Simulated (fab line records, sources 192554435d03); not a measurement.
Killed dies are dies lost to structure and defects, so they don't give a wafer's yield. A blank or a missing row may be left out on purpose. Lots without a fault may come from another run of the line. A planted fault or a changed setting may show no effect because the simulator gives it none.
A struck lot beside a sound one | flow n5_finfet | 17 steps out of a route of 1938
Sound: wafers L766.2, L766.3, L766.4. Struck: wafer L754.2. (L754.3, L754.4 of the same lot were not struck and are left out.) The cause comes at the end.
At each step with rows: each side's tool, then ch and its chambers, then its first start. Under that, the readings that differ: sound wafers | struck wafers | difference of the means | sigmas: that difference in standard deviations of wafers without a fault.
alike: readings whose means differ by less than 2 such deviations, and words and numbers that are the same on both sides. not compared: withheld readings, readings that some wafer has no value for, bounds like >300 that may hide the same value, and numbers for which the record gives no deviation and whose values overlap.
The two part at a step that has a row with sigmas, a row that says differs or no value, or rows on one side only. Numbers that don't overlap but have no deviation are shown without sigmas and don't part them. A reading that every wafer of one side lacks parts them only if that side has two wafers or more.

first, 9 steps without rows for these wafers: N5_BEOL_M2_COAT_05 (resist thk 30 nm); N5_BEOL_M2_EBR_07; N5_BEOL_M2_SOFTBAKE_06 (time 60 s); N5_BEOL_M2_EXPOSE_08 (exposes mask M2); N5_BEOL_M2_PEB_09 (peb time 60 s); N5_BEOL_M2_DEVELOP_10 (develop time 30 s); N5_BEOL_M2_DESCUM_16 (chemistry O2, time 7 s); N5_BEOL_M2_ETCH_74 (etches underlayer in N2/H2, target depth 6.5 nm, time 5.2 s); N5_BEOL_M2_ETCH_63 (etches SiARC in CF4, target depth 15.6 nm, time 26 s).
N5_BEOL_M2_ETCH_64: etches SOC in N2/H2, target depth 75 nm, overetch 22.5 nm, time 121.9 s.
  sound on rie_diel-04 ch 0,1, day 11 21:18; struck on rie_diel-04 ch 0, day 8 19:40
  reading                                    | sound             | struck | difference | sigmas
  rf_fwd_power_W (W)                         | 840.4 833.8 837.2 | 1036.3 | +199.2     | +71
  rf_vpp_V (V)                               | 523.0 527.6 528.2 | 486.5  | -39.8      | -15
  model.SiARC_of_BEOL_M2_COAT_62.thk_nm (nm) | 6.2 6.2 6.2       | 5.4    | -0.8       |
  model.BEOL_M2.cd_offset_nm (nm)            | 0.4 0 -0.2        | 0.6    | +0.5       |
  alike: drypump_motor_current_A, n2_flow_sccm, oes_product_au, showerhead_plenum_p_Torr, throttle_valve_pct
  not compared: rf_hours_counter_h
then, 3 steps without rows for these wafers: N5_BEOL_M2_STRIP_65 (strips in N2/H2); N5_BEOL_M2_STRIP_75 (strips in N2/H2); N5_BEOL_M2_STRIP_66 (strips in CF4).
N5_BEOL_M2_HM_OPEN_17: chemistry Cl2/BCl3, target TiN, target depth 20 nm, overetch 6 nm.
  sound on rie_metal-02 ch 0,1, day 11 21:29; struck on rie_metal-01 ch 1, day 8 19:50
  reading                         | sound      | struck | difference | sigmas
  model.BEOL_M2.cd_offset_nm (nm) | 0.4 0 -0.2 | 0.8    | +0.7       |
  alike: bcl3_flow_sccm, drypump_motor_current_A, mfc_cl2_sccm, oes_product_au, throttle_valve_pct
  not compared: rf_hours_counter_h
then, 1 step without rows for these wafers: N5_BEOL_M2_STRIP_19 (strips in O2).
N5_BEOL_M4_RC_MEAS_101:
  sound on prober-02 ch 0, day 13 05:41; struck on prober-02 ch 0, day 10 00:45
  reading       | sound          | struck | difference | sigmas
  DIBL_P (mV/V) | 33.2 33.3 32.1 | 37.4   | +4.5       | +2
  SS_P (mV/dec) | 72.7 73.0 72.1 | 74.4   | +1.8       | +3
  alike: DIBL_N, IOFF_N, IOFF_P, ION_N, ION_P, SS_N, VT_N, VT_P
-- the record jumps here: 4 days lie between the struck wafers' starts before and after (it left off in module BEOL_M4 and takes up again in module PASSIVATION, whose first step shown is number 1936 of the route) --
N5_PASSIVATION_PROBE_49:
  the record has rows for the struck wafers here (prober-01, day 14 07:15) and none for the sound ones

WHERE THEY PART
First at N5_BEOL_M2_ETCH_64; last, within this record, at N5_PASSIVATION_PROBE_49.

WHY: what the simulator had put in
Process parameter drift: rie_diel-04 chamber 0, from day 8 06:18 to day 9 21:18, at N5_BEOL_M2_ETCH_64. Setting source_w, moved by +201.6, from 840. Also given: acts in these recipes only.
